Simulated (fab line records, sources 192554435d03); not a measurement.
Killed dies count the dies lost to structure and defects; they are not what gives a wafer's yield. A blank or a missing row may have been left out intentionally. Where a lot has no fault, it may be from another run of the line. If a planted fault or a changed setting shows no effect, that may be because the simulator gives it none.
What tool caused it? | flow n5-finfet | 27 wafers from 9 lots sampled at 6 of the route's 1938 steps

WHAT THE GAUGES READ, wafer by wafer
N5_DUMMY_GATE_CD_MEAS_15 targets a cd of 25.8 nm. Usual: 25.02 nm for cd-nm, sd 0.22.
lot  | measured    | on        | cd-nm (nm)        | flag
L133 | day 3 06:47 | cd-sem-02 | 24.65 25.35 25.19 |
L137 | day 4 03:37 | cd-sem-03 | 24.82 24.95 25.14 |
L142 | day 5 16:02 | cd-sem-02 | 25.19 25.23 25.23 |
L143 | day 5 22:20 | cd-sem-02 | 25.05 25.41 25.25 |
L145 | day 6 06:27 | cd-sem-03 | 24.93 25.11 24.80 |
L148 | day 6 20:41 | cd-sem-03 | 24.91 24.84 24.62 |
L151 | day 7 21:35 | cd-sem-01 | 24.86 24.96 24.81 |
L153 | day 8 08:46 | cd-sem-01 | 25.09 24.78 24.62 |
L155 | day 8 18:31 | cd-sem-03 | 25.01 25.46 25.16 |

N5_SD_EPI_N_OVL_MEAS_10. Usual: SD_N_BLK_OVL 0.3 nm, standard deviation 0.69.
lot  | measured    | on         | SD_N_BLK_OVL (nm) | flag
L133 | day 3 09:11 | overlay-01 | 0.1 -0.9 0.2      |
L137 | day 4 06:41 | overlay-01 | -0.8 0.7 1.1      |
L142 | day 5 18:59 | overlay-02 | 0.9 -0.1 0.2      |
L143 | day 6 00:55 | overlay-02 | 0.4 0.5 1.0       |
L145 | day 6 10:22 | overlay-02 | 1.3 1.4 1.7       |
L148 | day 6 22:52 | overlay-01 | 1.4 1.1 1.3       |
L151 | day 7 23:55 | overlay-02 | 0.5 1.0 0.4       |
L153 | day 8 12:05 | overlay-02 | -0.1 0.5 -0.2     |
L155 | day 8 22:04 | overlay-01 | -0.1 -1.0 0.3     |

N5_SD_EPI_N_EPI_MEAS_23. Usual: 58.9 nm for thk-nm, sd 1.1.
lot  | measured    | on            | thk-nm (nm)    | flag
L133 | day 3 12:38 | film-metro-02 | 60.2 59.3 59.7 |
L137 | day 4 10:08 | film-metro-02 | 56.8 56.9 58.9 |
L142 | day 5 22:26 | film-metro-02 | 53.1 52.5 54.1 | OFF
L143 | day 6 04:23 | film-metro-02 | 54.9 54.0 54.0 | OFF
L145 | day 6 13:56 | film-metro-02 | 59.2 59.8 59.4 |
L148 | day 7 04:03 | film-metro-01 | 60.8 58.7 59.0 |
L151 | day 8 03:22 | film-metro-01 | 58.5 57.7 56.8 |
L153 | day 8 16:17 | film-metro-01 | 59.1 58.2 58.6 |
L155 | day 9 01:32 | film-metro-02 | 57.5 59.2 58.4 |

N5_BEOL_M4_RC_MEAS_101. Usual: DIBL_N 35.9 mV/V, standard deviation 1.4; DIBL_P 35.9 mV/V, standard deviation 1.7; IOFF_N 0.155 nA/um, standard deviation 0.023; IOFF_P 0.201 nA/um, standard deviation 0.029; ION_N 672 uA/um, standard deviation 8.8; ION_P 460 uA/um, standard deviation 7; SS_N 71.6 mV/dec, standard deviation 0.48; SS_P 73.1 mV/dec, standard deviation 0.64; VT_N 250.0 mV, standard deviation 3; VT_P -251.6 mV, standard deviation 3.
lot  | measured     | on        | DIBL_N (mV/V)  | DIBL_P (mV/V)  | IOFF_N (nA/um)    | IOFF_P (nA/um)    | ION_N (uA/um) | ION_P (uA/um) | SS_N (mV/dec)  | SS_P (mV/dec)  | VT_N (mV)         | VT_P (mV)            | flag
L133 | day 8 04:57  | prober-02 | 34.9 34.1 35.3 | 33.6 33.5 35.0 | 0.130 0.120 0.145 | 0.184 0.181 0.213 | 652 660 664   | 452 455 463   | 71.9 71.0 71.7 | 72.2 72.6 72.7 | 256.1 254.3 251.9 | -249.7 -250.7 -250.3 |
L137 | day 8 23:53  | prober-01 | 32.8 35.5 35.6 | 34.9 37.1 37.1 | 0.126 0.165 0.161 | 0.168 0.200 0.208 | 663 671 668   | 453 456 459   | 71.3 71.5 72.1 | 73.3 73.6 73.6 | 254.2 250.1 251.3 | -257.0 -254.1 -250.2 |
L142 | day 11 03:59 | prober-01 | 34.5 37.0 35.2 | 35.1 37.8 35.1 | 0.126 0.169 0.134 | 0.184 0.221 0.179 | 654 685 661   | 457 474 460   | 71.1 71.7 70.8 | 72.0 73.6 72.5 | 255.7 249.0 250.9 | -250.0 -250.5 -252.3 |
L143 | day 11 08:32 | prober-01 | 33.6 34.7 33.2 | 36.2 37.1 35.7 | 0.151 0.157 0.140 | 0.208 0.220 0.197 | 674 673 665   | 467 465 463   | 71.8 71.6 71.6 | 72.9 74.4 73.1 | 248.0 249.8 250.3 | -249.2 -249.0 -251.5 |
L145 | day 11 08:53 | prober-02 | 36.8 36.6 38.6 | 35.0 35.1 36.8 | 0.145 0.154 0.183 | 0.215 0.227 0.245 | 666 675 684   | 462 469 464   | 71.4 71.7 71.6 | 72.6 73.5 74.0 | 251.2 250.8 248.2 | -248.6 -249.7 -249.9 |
L148 | day 12 05:29 | prober-01 | 38.6 39.0 37.4 | 36.4 37.3 35.3 | 0.165 0.177 0.144 | 0.210 0.217 0.196 | 677 675 675   | 464 457 458   | 71.7 71.8 71.4 | 73.7 74.6 73.4 | 249.1 250.3 247.9 | -251.6 -251.7 -251.1 |
L151 | day 12 22:56 | prober-01 | 36.6 36.3 35.4 | 37.5 37.9 36.6 | 0.168 0.170 0.149 | 0.213 0.217 0.199 | 682 676 668   | 461 460 461   | 72.3 72.0 72.8 | 73.8 74.1 73.7 | 248.7 248.1 250.8 | -250.7 -251.7 -250.6 |
L153 | day 13 16:23 | prober-01 | 35.4 36.3 37.0 | 36.7 38.7 39.4 | 0.188 0.205 0.231 | 0.220 0.250 0.267 | 688 680 676   | 469 465 462   | 71.3 71.7 72.3 | 73.3 73.7 74.4 | 243.8 244.3 243.5 | -248.9 -249.2 -249.4 |
L155 | day 13 23:38 | prober-02 | 35.6 34.9 33.5 | 34.0 34.2 32.8 | 0.141 0.131 0.113 | 0.186 0.198 0.168 | 649 668 654   | 448 462 454   | 71.7 71.1 71.0 | 72.6 73.4 72.6 | 255.4 250.9 256.9 | -253.7 -251.9 -252.6 |

WHAT TOOL EACH LOT RAN ON (gives the tool, then ch and the chambers of the sampled wafers, and finally the start)
lot  | N5_SD_EPI_N_EPI_21             | N5_SD_EPI_P_ETCH_37
L133 | epi-rpcvd-02 ch 0, day 3 10:55 | rie-diel-03 ch 0,1,2, day 3 13:38
L137 | epi-rpcvd-03 ch 0, day 4 08:26 | rie-diel-01 ch 1,3, day 4 11:11
L142 | epi-rpcvd-02 ch 0, day 5 20:59 | rie-diel-04 ch 1,2,3, day 5 23:34
L143 | epi-rpcvd-02 ch 0, day 6 02:56 | rie-diel-04 ch 0,1, day 6 05:23
L145 | epi-rpcvd-03 ch 0, day 6 12:13 | rie-diel-01 ch 0,2, day 6 15:34
L148 | epi-rpcvd-04 ch 0, day 7 02:01 | rie-diel-04 ch 1,3, day 7 05:07
L151 | epi-rpcvd-03 ch 0, day 8 01:39 | rie-diel-03 ch 1,2,3, day 8 04:31
L153 | epi-rpcvd-04 ch 0, day 8 14:23 | rie-diel-03 ch 0,2,3, day 8 17:19
L155 | epi-rpcvd-03 ch 0, day 9 00:06 | rie-diel-01 ch 0,3, day 9 02:37
- N5_SD_EPI_N_EPI_21: deposits Si:P, time 690 s.
- N5_SD_EPI_P_ETCH_37: etches SOC in N2/H2, overetch 108 nm, time 486 s.

AS READ BY THE TOOLS THEMSELVES (means over the sampled wafers that have a number; for cases with no such wafer, the mark the record gives instead)
N5_SD_EPI_N_EPI_21. Usual: 680.08 C for susceptor-temp-C, sd 0.28.
lot  | tool         | susceptor-temp-C (C) | flag
L133 | epi-rpcvd-02 | 680.15               |
L137 | epi-rpcvd-03 | 679.96               |
L142 | epi-rpcvd-02 | 680.21               |
L143 | epi-rpcvd-02 | 680.26               |
L145 | epi-rpcvd-03 | 679.92               |
L148 | epi-rpcvd-04 | 680.14               |
L151 | epi-rpcvd-03 | 680.21               |
L153 | epi-rpcvd-04 | 680.10               |
L155 | epi-rpcvd-03 | 680.09               |

N5_SD_EPI_P_ETCH_37. Usual: drypump-motor-current-A 5.9 A, standard deviation 0.62; oes-product-au 0.67 a.u., standard deviation 0.068; rf-vpp-V 240.6 V, standard deviation 1.5; showerhead-plenum-p-Torr 2.53 Torr, standard deviation 0.1; throttle-valve-pct 23.78 %, standard deviation 0.29.
lot  | tool        | drypump-motor-current-A (A) | oes-product-au (a.u.) | rf-vpp-V (V) | showerhead-plenum-p-Torr (Torr) | throttle-valve-pct (%) | flag
L133 | rie-diel-03 | 5.6                         | 0.68                  | 240.9        | 2.55                            | 23.79                  |
L137 | rie-diel-01 | 5.7                         | 0.69                  | 239.9        | 2.52                            | 23.73                  |
L142 | rie-diel-04 | 6.1                         | 0.63                  | 240.4        | 2.51                            | 23.71                  |
L143 | rie-diel-04 | 5.4                         | 0.68                  | 242.9        | 2.64                            | 24.01                  |
L145 | rie-diel-01 | 6.4                         | 0.70                  | 241.7        | 2.57                            | 23.93                  |
L148 | rie-diel-04 | 6.4                         | 0.62                  | 240.2        | 2.47                            | 23.52                  |
L151 | rie-diel-03 | 6.0                         | 0.71                  | 242.0        | 2.62                            | 23.79                  |
L153 | rie-diel-03 | 5.7                         | 0.71                  | 241.1        | 2.55                            | 23.73                  |
L155 | rie-diel-01 | 6.1                         | 0.74                  | 240.8        | 2.53                            | 23.54                  |

THE ANSWER, worked out from the rows above alone
Rule: lot off if the mean of its wafers having a number is beyond 3 standard deviations from the usual mean. A lot without any number at a reading at which 4 lots or more have one is off too. Where the step has rows for the other lots, those lots are counted as sound. Order of review: gauges by route order, followed by the tools' own readings, for which a lot's mean as printed above is used. The first step at which some lot is off is used, and at that step the reading that is off furthest; a lot without a number counts as furthest.
Off: L142, L143 (N5_SD_EPI_N_EPI_MEAS_23, thk-nm).
If a tool, at a process step before that reading, ran all the lots that are off and no sound lot after the first of them, it fits. Those tools and the gauges at N5_SD_EPI_N_EPI_MEAS_23 are tried in the same way. One fits: epi-rpcvd-02 at N5_SD_EPI_N_EPI_21. A fault onset in the window from L133 (day 3 10:55, its last sound lot) to L142 (day 5 20:59, its first lot off) fits.

WHAT WAS PUT IN BY THE SIMULATOR
Site profile drift: epi-rpcvd-02, from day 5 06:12 on, at N5_SD_EPI_N_EPI_21. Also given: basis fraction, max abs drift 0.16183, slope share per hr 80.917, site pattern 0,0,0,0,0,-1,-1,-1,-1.
Struck lots among those shown: L142, L143. The same result came from the rule above.
